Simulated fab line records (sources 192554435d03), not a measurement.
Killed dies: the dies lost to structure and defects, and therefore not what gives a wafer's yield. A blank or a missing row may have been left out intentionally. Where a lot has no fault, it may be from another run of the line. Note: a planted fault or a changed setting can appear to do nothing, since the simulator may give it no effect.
fab line records	flow n5-finfet
record: lots: 5	wafers: 15	last-day: 17
route steps=1938 shown BEOL_M4@1099 BEOL_M5@1112 BEOL_M12@1608 PASSIVATION@1936
lots that met no fault: from a run of the same line without faults
start-h: start of the lot's first displayed wafer, in hours after the record's first day	wait-h: hours elapsed since this lot's preceding step	" repeats the value in the row above	L1.1+2: a row that stands for several wafers	- value missing, or start not given	* or withheld: withheld	< > ~ a bound
route shown NAME@n: NAME is a module with steps in the file, n the number in the route of the first one	usual: average and standard deviation across the fault-free wafers	same: alike in all rows	chamber/n: place in a boat	sites: each site's reading	_std_site: standard deviation of those values	_edge_site: inner sites' mean taken away from outer sites' mean	radius-mm: for every site, how far away it sits from the centre of the wafer	mask NAME#n: copy n	behind: the last tool/chamber to shape the wafer	hold: cause of the lot's hold/its duration in hours/its outcome	device: names the non-switching transistor (n, p or np)	end of line: the route-end tests of the same wafers	a step without rows: its recipe alone	killed: dies that structure and defects cost at the first sort, which is not the same as the wafer's yield	map: dies across one wafer; x = killed, . = not, _ = none there
set.NAME: setting as actually run; set.NAME@STEP: the setting as run at that earlier step	model.NAME: the simulator's own value behind a step, which no gauge read
lots seen at some steps along the route; tables by step, rows by wafer
services: the hour from which a tool's chamber was out of use, counted from the record's first day as start-h (under 0 if before that day), plus the number of hours and why
== steps ==
step: N5_BEOL_M4_ANNEAL_95
recipe: temp-c: 400	time-s: 240	ambient: vacuum
step: N5_BEOL_M4_SPUTTER_96
recipe: material: Cu	target-thk-a: 45	temp-c: -20	chamber-pressure-pa: 0.07	power-w: withheld	time-s: 8.29
step: N5_BEOL_M4_ECD_50
recipe: material: Cu	target-thk-a: 3000
step: N5_BEOL_M4_ANNEAL_51
recipe: temp-c: 225	time-s: 90	ambient: N2
step: N5_BEOL_M4_CMP_52
recipe: stop-on: SiOC	t-overpolish-s: 6.8	down-force-psi: 1	platen-rpm: 50	clearing-platen-down-force-psi: 1.5	clearing-platen-rpm: 50	post-cmp-clean: cu-alkaline	target-thk-nm: 40	clearing-platen-pad-velocity-m-s: 0.99484	pad-velocity-m-s: 0.99484
step: N5_BEOL_M4_PRE_CLEAN_60
recipe: gas: NH3/H2	time-s: 15	temp-c: *	rf-power-w: 300
step: N5_BEOL_M4_CO_CAP_55
recipe: material: Co	target-thk-a: 20	temp-c: 200	precursor: CCTBA/H2	pressure-torr: 30	time-s: 102.1
step: N5_BEOL_M4_PRE_CLEAN_56
recipe: gas: NH3	time-s: 15	temp-c: withheld	rf-power-w: 300
step: N5_BEOL_M4_DEP_57
recipe: material: SiCN	target-thk-a: 80	temp-c: withheld	precursor: 3MS/NH3	pressure-torr: 3	rf-w: 202	time-s: 14
step: N5_BEOL_M4_RC_MEAS_101
usual: DIBL_N: 36.5/1.9	DIBL_P: 36.7/2.1	IOFF_N: 0.17/0.035	IOFF_P: 0.22/0.042	ION_N: 676/10	ION_P: 462/8.1	SS_N: 71.5/0.72	SS_P: 73.4/0.7	VT_N: 249/3.1	VT_P: -250/3.9
lot.wafer	tool	chamber	start-h	wait-h	DIBL_N[mV/V]	DIBL_P[mV/V]	IOFF_N[nA/um]	IOFF_P[nA/um]	ION_N[uA/um]	ION_P[uA/um]	SS_N[mV/dec]	SS_P[mV/dec]	VT_N[mV]	VT_P[mV]
L353.1	prober-02	0	219.79	0.0	39.4	39.3	0.19	0.28	688	474	71.1	75.0	245	-243
L353.4	"	0	"	"	39.5	39.3	0.19	0.28	682	469	72.3	74.3	247	-246
L353.6	"	0	"	"	40.0	39.9	0.21	0.31	681	476	72.5	74.1	246	-242
L361.1	prober-01	0	255.23	0.0	38.7	40.6	0.23	0.25	688	464	72.5	74.1	244	-249
L361.4	"	0	"	"	36.5	37.8	0.18	0.20	679	458	71.3	73.4	245	-251
L361.5	"	0	"	"	38.6	40.6	0.24	0.24	694	463	72.5	74.4	244	-248
L363.2	prober-01	0	264.08	0.2	36.8	37.6	0.18	0.19	680	451	72.1	73.2	247	-255
L363.3	"	0	"	"	33.9	34.4	0.12	0.16	662	449	70.8	73.3	252	-255
L363.5	"	0	"	"	34.6	34.4	0.14	0.16	675	452	70.7	72.3	250	-258
L365.1	prober-02	0	279.55	0.0	37.2	37.5	0.18	0.28	681	479	71.7	74.4	249	-242
L365.3	"	0	"	"	36.6	35.9	0.18	0.25	679	466	71.1	73.5	249	-244
L365.4	"	0	"	"	36.9	37.4	0.19	0.29	694	482	71.2	73.7	246	-239
L367.1	prober-01	0	298.05	0.0	33.2	34.9	0.11	0.18	663	465	70.4	72.9	254	-253
L367.5	"	0	"	"	34.3	36.9	0.13	0.22	673	471	71.4	72.9	252	-248
L367.6	"	0	"	"	37.3	39.3	0.18	0.26	682	466	73.0	74.7	247	-243
step: N5_BEOL_M5_ILD_DEP_00
recipe: material: SiCOH_lowk	target-thk-a: 1406.4	temp-c: 300	precursor: DEMS/porogen	pressure-torr: 5	rf-w: 500	time-s: 25.9
step: N5_BEOL_M5_CURE_79
recipe: temp-c: 385	time-s: 240	ambient: He/Ar	material: SiCOH_lowk
step: N5_BEOL_M5_PECVD_70
recipe: material: SiO2	target-thk-a: 160	temp-c: 400	precursor: TEOS/O2	pressure-torr: 5.5	rf-w: 450	teos-flow-sccm: 53.8	gas: O2	flow-sccm: 3000	time-s: 18
step: N5_BEOL_M5_HM_DEP_02
recipe: material: TiN	target-thk-a: 200	temp-c: 25	chamber-pressure-pa: 0.49996
step: N5_BEOL_M5_COAT_59
recipe: resist: SOC	temp-c: 250	time-s: 60	spin-rpm: 1500	resist-thk-nm: 60
step: N5_BEOL_M5_COAT_60
recipe: resist: SiARC	temp-c: 220	time-s: 60	spin-rpm: 1500	resist-thk-nm: 12
step: N5_BEOL_M5_COAT_71
recipe: resist: underlayer	temp-c: 205	time-s: 60	spin-rpm: 1500	resist-thk-nm: 5
step: N5_BEOL_M5_COAT_05
recipe: resist: CAR-EUV	spin-rpm: 1500	resist-thk-nm: 30
step: N5_BEOL_M5_EBR_07
recipe: solvent: PGMEA	ebr-width-mm: 1.5
step: N5_BEOL_M5_SOFTBAKE_06
recipe: temp-c: 110	time-s: 60	resist: CAR-EUV
step: N5_BEOL_M5_EXPOSE_08
recipe: mask-id: M5	na: 0.33	source-shape: annular	sigma-inner: 0.4	sigma-outer: 0.8	polarization: unpolarized	target-cd-nm: 28	dose-mj: 35.75
step: N5_BEOL_M5_PEB_09
recipe: peb-temp-c: 100	peb-time-s: 60	resist: CAR-EUV
step: N5_BEOL_M5_DEVELOP_10
recipe: develop-time-s: 30	developer: TMAH	resist: CAR-EUV	rinse-liquid: surfactant-rinse	dry: air-spin	dev-temp-c: 23
step: N5_BEOL_M5_DESCUM_16
recipe: chemistry: O2	time-s: 7	source-power-w: 50	bias-power-w: 20	pressure-mtorr: 20	rf-frequency-hz: 2.712e+07	temp-c: 40	resist: CAR-EUV	o2-flow-sccm: 225
step: N5_BEOL_M5_ETCH_72
recipe: chemistry: N2/H2	target: underlayer	target-depth-a: 65	mask-material: CAR-EUV	time-s: 5.2	ion-energy-ev: 200	pressure-mtorr: 30	source-w: 840	bias-w: 150	n2-flow-sccm: 200	h2-flow-sccm: 200	ends: cleared
step: N5_BEOL_M5_ETCH_61
recipe: chemistry: CF4	target: SiARC	target-depth-a: 156	mask-material: CAR-EUV	time-s: 26	ion-energy-ev: 80	pressure-mtorr: 40	source-w: 545	bias-w: 36	Ar_flow_sccm: 100	cf4-flow-sccm: 100	ends: cleared
step: N5_BEOL_M5_ETCH_62
recipe: chemistry: N2/H2	target: SOC	target-depth-a: 750	overetch-a: 150	mask-material: SiARC	temp-c: 40	time-s: 112.5	ion-energy-ev: 200	pressure-mtorr: 30	source-w: 840	bias-w: 150	n2-flow-sccm: 200	h2-flow-sccm: 200
step: N5_BEOL_M5_STRIP_63
recipe: chemistry: N2/H2	temp-c: 40	n2-flow-sccm: 200	h2-flow-sccm: 200	rf-frequency-hz: 6e+07
step: N5_BEOL_M5_STRIP_73
recipe: chemistry: N2/H2	temp-c: 40	n2-flow-sccm: 200	h2-flow-sccm: 200	rf-frequency-hz: 6e+07
step: N5_BEOL_M5_STRIP_64
recipe: chemistry: CF4	resist: SiARC	power-w: 300	bias-power-w: 75	pressure-mtorr: 50	cf4-flow-sccm: 150	rf-frequency-hz: 6e+07
step: N5_BEOL_M5_HM_OPEN_17
recipe: chemistry: Cl2/BCl3	target-depth-a: 200	overetch-a: 60	target: TiN	mask-material: SOC	ion-energy-ev: 150	pressure-mtorr: 10	icp-w: 1000	bias-w: 126	Cl2_flow_sccm: 53.25	bcl3-flow-sccm: 21.75	Ar_flow_sccm: 25
step: N5_BEOL_M5_STRIP_19
recipe: chemistry: O2	power-w: 400	temp-c: 40	pressure-mtorr: 30	rf-frequency-hz: 6e+07	bias-power-w: 0	overash-fraction: 0.2	o2-flow-sccm: 225
step: N5_BEOL_M5_COAT_65
recipe: resist: SOC	temp-c: 250	time-s: 60	spin-rpm: 1500	resist-thk-nm: 60
step: N5_BEOL_M5_COAT_66
recipe: resist: SiARC	temp-c: 220	time-s: 60	spin-rpm: 1500	resist-thk-nm: 12
step: N5_BEOL_M12_EXPOSE_07
recipe: mask-id: V11	na: 0.93	source-shape: conventional	sigma-outer: 0.6	polarization: unpolarized	attpsm-phase-deg: 180	dose-mj: 32.5
lot.wafer	tool	chamber	start-h	wait-h	mask	model.BEOL_M12.overlay-x-nm
L353.1+4+6	krf-scanner-02	0	297.07	-	V11#0	4.6
L361.1+4+5	krf-scanner-02	0	326.60	-	V11#0	41
L363.2+3+5	krf-scanner-02	0	330.47	-	V11#0	37
L365.1+3+4	krf-scanner-02	0	345.08	-	V11#0	34.2
L367.1+5+6	krf-scanner-01	0	368.44	-	V11#0	0
step: N5_BEOL_M12_OVL_MEAS_11
recipe: points-per-wafer: 44
usual: V11_OVL: 1/5.4
lot.wafer	tool	chamber	start-h	wait-h	V11_OVL[nm]
L353.1	overlay-01	0	297.27	0.0	2
L353.4	"	0	"	"	0
L353.6	"	0	"	"	10
L361.1	overlay-02	0	326.81	0.0	50
L361.4	"	0	"	"	42
L361.5	"	0	"	"	46
L363.2	overlay-02	0	330.67	0.0	37
L363.3	"	0	"	"	44
L363.5	"	0	"	"	47
L365.1	overlay-01	0	345.29	0.0	36
L365.3	"	0	"	"	38
L365.4	"	0	"	"	26
L367.1	overlay-02	0	368.64	0.0	-1
L367.5	"	0	"	"	0
L367.6	"	0	"	"	-2
step: N5_PASSIVATION_PROBE_49
usual: defect-limited-yield: 91.4/1.5	killed_at_M0_to_M3: 35/12	killed_at_M4_up: 13/5.8	killed-at-contacts: 12/5.5	killed-at-front-end: 36/9.9	killed-at-other: 4/3.7	killed-dies: 101/18	killed-on-rim: 13/4.1	killed-open: 66/13	killed-short: 33/8	sort_bin_5_function: 5.0/1	sort_bin_6_memory: 3.2/0.67	sort-n-pass: 1079/18	sort-yield-pct: 91.4/1.5
same: gross-dies: 1180	killed-at-back-side: 0	sort_bin_4_leakage[%]: 0	sort_bin_8_speed[%]: 0
lot.wafer	tool	chamber	start-h	wait-h	defect-limited-yield[%]	killed_at_M0_to_M3	killed_at_M4_up	killed-at-contacts	killed-at-front-end	killed-at-other	killed-dies	killed-on-rim	killed-open	killed-short	sort_bin_5_function[%]	sort_bin_6_memory[%]	sort-n-pass	sort-yield-pct[%]
L353.1	prober-01	-	330.90	0.0	89.3	40	23	21	40	2	126	11	79	38	5.8	3.8	1054	89.3
L353.4	prober-01	-	331.05	0.2	91.8	34	7	22	31	3	97	11	75	21	5.3	2.8	1083	91.8
L353.6	prober-01	-	331.15	0.3	90.5	38	13	20	41	0	112	19	80	31	5.3	3.8	1068	90.5
L363.2	prober-02	-	371.62	0.1	26.8	58	783	3	16	4	864	102	71	33	38.4	4.0	316	26.8
L363.3	prober-02	-	371.67	0.1	13.8	52	902	8	49	6	1017	127	77	34	41.1	3.5	163	13.8
L363.5	prober-02	-	371.77	0.2	7.8	52	1004	3	21	8	1088	140	61	34	46.5	3.9	92	7.8
L361.1	prober-02	-	372.10	0.0	14.0	16	936	17	45	1	1015	131	55	36	44.8	2.6	165	14.0
L361.4	prober-02	-	372.25	0.2	15.4	36	918	7	33	4	998	124	56	34	43.4	3.1	182	15.4
L361.5	prober-02	-	372.30	0.2	8.1	35	1001	12	36	0	1084	143	65	32	47.2	3.6	96	8.1
L365.1	prober-01	-	380.61	0.0	37.9	62	599	25	40	7	733	98	99	40	31.2	4.7	447	37.9
L365.3	prober-01	-	380.71	0.1	21.1	55	805	23	41	7	931	110	80	50	39.0	4.2	249	21.1
L365.4	prober-01	-	380.76	0.2	58.1	63	365	26	28	12	494	64	86	45	23.4	3.6	686	58.1
L367.1	prober-02	-	412.09	0.0	91.4	27	18	11	46	0	102	10	77	21	5.3	3.2	1078	91.4
killed by level:class
L353.1 MOL_CONTACT_COAG:geometric-particle:open=17 BEOL_M0_SAQP:geometric-particle:short=13 FIN_SAQP:geometric-particle:open=11 BEOL_M0_SAQP:geometric-particle:open=10 BEOL_M4:geometric-particle:open=9 HKMG_FIN:area-etch=9 FIN_SAQP:geometric-particle:short=7 BEOL_M1:geometric-particle:open=6
L353.4 MOL_CONTACT_COAG:geometric-particle:open=22 BEOL_M0_SAQP:geometric-particle:open=9 STI_FIN_REVEAL:geometric-particle:open=8 BEOL_M0_SAQP:geometric-particle:short=8 BEOL_M2:geometric-particle:open=6 DUMMY_GATE:geometric-particle:open=5 STARTING-WAFER:geometric-particle:open=5 FIN_SAQP:geometric-particle:open=3
L353.6 MOL_CONTACT_COAG:geometric-particle:open=16 BEOL_M0_SAQP:geometric-particle:open=13 BEOL_M0_SAQP:geometric-particle:short=10 STI_FIN_REVEAL:geometric-particle:open=8 BEOL_M2:geometric-particle:open=8 DUMMY_GATE:geometric-particle:open=7 BEOL_M4:geometric-particle:open=6 FIN_SAQP:geometric-particle:short=5
L363.2 BEOL_M12:overlay=758 BEOL_M1:geometric-particle:open=12 BEOL_M0_SAQP:geometric-particle:short=11 BEOL_M4:geometric-particle:open=10 BEOL_M0_SAQP:geometric-particle:open=9 BEOL_M2:geometric-particle:open=9 BEOL_M3:geometric-particle:open=8 BEOL_M5:geometric-particle:open=6
L363.3 BEOL_M12:overlay=890 HKMG_FIN:area-etch=14 BEOL_M1:geometric-particle:open=12 DUMMY_GATE:geometric-particle:open=9 BEOL_M0_SAQP:geometric-particle:open=9 BEOL_M2:geometric-particle:open=8 FIN_SAQP:geometric-particle:open=7 BEOL_M3:geometric-particle:open=6
L363.5 BEOL_M12:overlay=992 BEOL_M0_SAQP:geometric-particle:short=16 BEOL_M0_SAQP:geometric-particle:open=15 BEOL_M1:geometric-particle:open=12 BEOL_M5:geometric-particle:open=7 STARTING-WAFER:geometric-particle:short=5 PASS1_CAP:geometric-particle:open=4 FIN_SAQP:geometric-particle:short=3
L361.1 BEOL_M12:overlay=924 MOL_CONTACT_COAG:geometric-particle:open=14 FIN_SAQP:geometric-particle:short=8 DUMMY_GATE:geometric-particle:open=7 STI_FIN_REVEAL:geometric-particle:open=4 BEOL_M5:geometric-particle:open=4 STARTING-WAFER:geometric-particle:short=4 FIN_SAQP:geometric-particle:open=3
L361.4 BEOL_M12:overlay=903 BEOL_M3:geometric-particle:open=8 FIN_SAQP:geometric-particle:open=7 BEOL_M2:geometric-particle:open=7 STI_FIN_REVEAL:geometric-particle:open=6 ILD0:geometric-particle:short=6 BEOL_M1:geometric-particle:open=5 STARTING-WAFER:geometric-particle:short=4
L361.5 BEOL_M12:overlay=985 BEOL_M4:geometric-particle:open=10 MOL_CONTACT_COAG:geometric-particle:open=9 BEOL_M1:geometric-particle:open=8 FIN_SAQP:geometric-particle:short=7 BEOL_M0_SAQP:geometric-particle:short=7 BEOL_M2:geometric-particle:open=7 FIN_SAQP:geometric-particle:open=5
L365.1 BEOL_M12:overlay=590 BEOL_M3:geometric-particle:open=19 MOL_CONTACT_COAG:geometric-particle:open=18 BEOL_M0_SAQP:geometric-particle:open=9 BEOL_M1:geometric-particle:open=9 GATE_CUT:geometric-particle:short=8 BEOL_M2:geometric-particle:open=8 FIN_SAQP:geometric-particle:open=7
L365.3 BEOL_M12:overlay=800 MOL_CONTACT_COAG:geometric-particle:open=17 BEOL_M3:geometric-particle:open=14 BEOL_M2:geometric-particle:open=13 BEOL_M1:geometric-particle:short=11 FIN_SAQP:geometric-particle:open=7 GATE_CUT:geometric-particle:open=7 STI_FIN_REVEAL:geometric-particle:open=6
L365.4 BEOL_M12:overlay=359 MOL_CONTACT_COAG:geometric-particle:open=21 BEOL_M3:geometric-particle:open=15 BEOL_M0_SAQP:geometric-particle:short=12 BEOL_M1:geometric-particle:open=11 BEOL_M2:geometric-particle:open=8 BEOL_M0_SAQP:geometric-particle:open=7 DUMMY_GATE:geometric-particle:open=6
L367.1 STI_FIN_REVEAL:geometric-particle:open=10 DUMMY_GATE:geometric-particle:open=9 FIN_SAQP:geometric-particle:open=8 BEOL_M3:geometric-particle:open=8 MOL_CONTACT_COAG:geometric-particle:open=7 BEOL_M0_SAQP:geometric-particle:open=6 BEOL_M5:geometric-particle:open=5 MOL_CONTACT_COAG:geometric-particle:short=4
map L361.5 (x killed, . not)
_________________xxx.xxxxxx.x________________
______________xxxxxxxxxxxxxx.xx._____________
___________xxxxxxxxxxxxxxxxxxxxxxx.__________
__________xxxxxxxxxxxxxxxxxx.x.xxxxx_________
________xxxxxxxxxxxxxxxx.xxxxxx.xxxxxx_______
_______xx.xx.x.xxxxxxx.xxxxxxxxxxxxxxxx______
______xxxxxxxxxxxxx.xxxxxx.xxx.xxxxxxxxx_____
_____xxxxx.xxxxxxxxxxxxxxxxx.xxxxxxxxxxxx____
____xxxxxxxxxxxxxxxxxxxxxxxx.x.x.xxxxxxxxx___
___xxxxxxxxx.xxxxxxxxxxxxxxxxxxxxxxxxxxxxxx__
___xxxxxxxx.xxxxx.xxxxxxxxxxxxxx.xxxxxxxx.x__
__xxx.xxxxxxxxxxxxxxxxxxxxxx.xxxxxxxxxxx.xxx_
__xxxxxxxxxxxxxxxx..xxxxxxxxxx.xxxxxxxx..xxx_
_xxxxxxxxxxx...xxx.xxxxxxxxxxxxxxxxxxx.xxxxxx
_xxxxxxxxxxxxxxx.x.xxxx.xxxxxxx..x.xxx.xxxxxx
_xxxxx.xxxxxxxxxxxx.xxxxxxxxxxxxxxxxxxxxxxxxx
_xxxxxxxxxxxxxxxxxxxxxxx.xxxxx.xxxxxxxxxxxxxx
_xxx.xxxxxxxxxxxxxxxxxxxxxxx.xx.xxxxxxxxxxxxx
_xxx.xxxxxxxx..xxxxxxxxx.xxxxxxxxxxxxxxx.xxx.
_xxxxxxx.xxxxxxxxx.xxxxxxxxxx.xxxxxxxxxxxxxxx
_xxxxxxxxx.xxx.xxxxxxxxxxxxx.xxxxxxxxxxxxxxxx
__xxxxxxxxxxx..xxxxxxxxxxxxxxxxxxxxxxxxxxxxx_
__xxxxxx.xxxxxxxxxxx.xxxxxxxxxxxxxxxxxx...xx_
___.xxxxxxxxxxxxxxxxxxxxxxxxxxxxxxxxxx.x.xx__
___xxxxxxxxx.xxxxxxxxxxxxxx.xxxxxxxxxxxxxxx__
____xxxxxxxxxxxxxxxxxxxxxxxxxxxxxxx.xxxxxx___
_____xxxxxx.xxxx.xxxxxxxxx.xxx.xxxxxxxxxx____
______xxxxxxxxxxx.xxxxxxxxx.xxx.xxxxxxx._____
_______xxx.xxx.xxxxxxxxxxx.xxxxx.xxxxxx______
________xxxxxxxxxxxxxx.xxxxxxxxxxxxxxx_______
__________xxxxxxxxxxxxxxxxxxxxxxxxxx_________
___________xxxxxxxxxxxxxxx.x..xxxxx__________
______________xxxx.xxxxxxxxxxxxx_____________
_________________xxxxxxxxxxx.________________
map L363.5 (x killed, . not)
_________________xxxx.xxxxxxx________________
______________xxxxxxxxxxxxxxxxxx_____________
___________xxxxxxx.x.xxxx.xxxxx.xxx__________
__________xxxx.xxxxxxxxxxx..xxxxxxxx_________
________..xxxxxxxxxxxxxxxxxxxxx.xxxxx._______
_______xxxxxxxxxxxxxxxxxxxxxxxx.xxxxxxx______
______.xxxxxx.xxxxxxxxxxxxxxx.xx.xxxxxxx_____
_____xxx.xx.xxxxx.xxxxxxxxxxxxxxxxxxx.xxx____
____xxxxxxxxxxxxxx.xxxx.xxxxxxxxxxxxxxxxxx___
___xxxxxxx.xxxxxxxxxxxxxxxxxxxxxxxxxxxxxxx.__
___xxx.xxxxx.xxxxxxxxxxxxxxxxxxxxxxxxxxxxxx__
__.xxxxxxxxxxxxxxxxx.xx.xxxxxxxxxxxx.xxxxxxx_
__xxx..xxxxx.x.xxxxxxxxxxxxxx.xxxxxxxxxxxxxx_
_xx.xxxxxxxxxxxx.xxxxxxxxxxxxx.xxxx.xxxxxxxxx
_.xxxxxx.xxxxxxx.xx.xxxxxxxxxxx.xx.xx.xxx.xxx
_xx.xxxxxxxxxxxxxxxx.xxxxxxxxxxxxxxx.xxxxxxxx
_xx.xxxxx.xxxxxxxxxxxxxxxxxxxxxxxxxxxxxxxxxxx
_xxxxxxxxxxxxxxxxxxxxxxxxxxxxxxxxx.xx.xxxxxxx
_xxxxxxxxxxxxxxxxxxxxxxxx.xx.xxxxxxxxxxxxxxxx
_xxxxxxxxxxxxxxxxx.xxx.xxxxxxxx.xxx.xx.x..xxx
_.xxxxxxxxxxxxxxxxxxxxxxxxx.xxxxxxxxxxxxxxxxx
__xxxxxxxxxxxxx.xxxxxxxxxxxxxxxxxxxxxxxxxxxx_
__xxxxxxxxx.xxxxx.xxxxxxxxxxxxxxx.x.xxxxxxxx_
___xxxxxxxxxxxxxxxxxxxxxxxxx.xxxxxxxxxxxxxx__
___xxxxxxxxxxxxx.xxxxxxxxxxxxxxxxxxxxxxxxxx__
____xxxxxxxxxxxx.xx.xxxxxxxxx.xxxxxxx.xxxx___
_____x.xxxxxxxxxxxxxxx.xxxxxxxxxxxxxxxxxx____
______xxxxxx.x.xxxxxxxxxxx.x.xxxxxxxxxxx_____
_______xxxxxxxxxxxxxx.xxxxxxxxxx.xxxxxx______
________xxxxx.xxxxxxxxxxxxx.xxxxxxxxxx_______
__________xxx.xxxxxxxxxxxxxxxxx.xxxx_________
___________xxxxxxxxxxxx.xxxxxxxxxxx__________
______________.xxxx.xxxxxxxxxxxx_____________
_________________xxxxxxxxxxxx________________
== services ==
tool	chamber	start-h	hours	kind
krf-scanner-01	-	279.65	1.0	pm
krf-scanner-01	-	287.93	2.7	repair
krf-scanner-02	-	299.29	0.8	pm
krf-scanner-01	0	356.39	-	calibration
krf-scanner-02	-	359.67	3.6	pm
== key ==
first-sign: step: N5_BEOL_M12_OVL_MEAS_11	reading: V11_OVL	direction: up	sigmas: 7.2	usual: 1	struck: 41
effect: step: N5_PASSIVATION_PROBE_49	reading: killed_at_M4_up	direction: up	sigmas: 99+	usual: 13	struck: 813
model-effect: step: N5_BEOL_M12_EXPOSE_07	value: BEOL_M12.overlay-x-nm	without: -2.6	struck: 37.4
more-kills-born-at: N5_BEOL_M12_EXPOSE_07@krf-scanner-02: 7201
met-at N5_BEOL_M12_EXPOSE_07
struck-wafers L361.1,L361.4,L361.5,L363.2,L363.3,L363.5,L365.1,L365.3,L365.4
onset-between 297.07 326.60
fault: kind: scanner-matching-overlay	tool: krf-scanner-02	chamber: -	onset-h: 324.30	steps: N5_BEOL_M12_EXPOSE_07	offset: 40.009
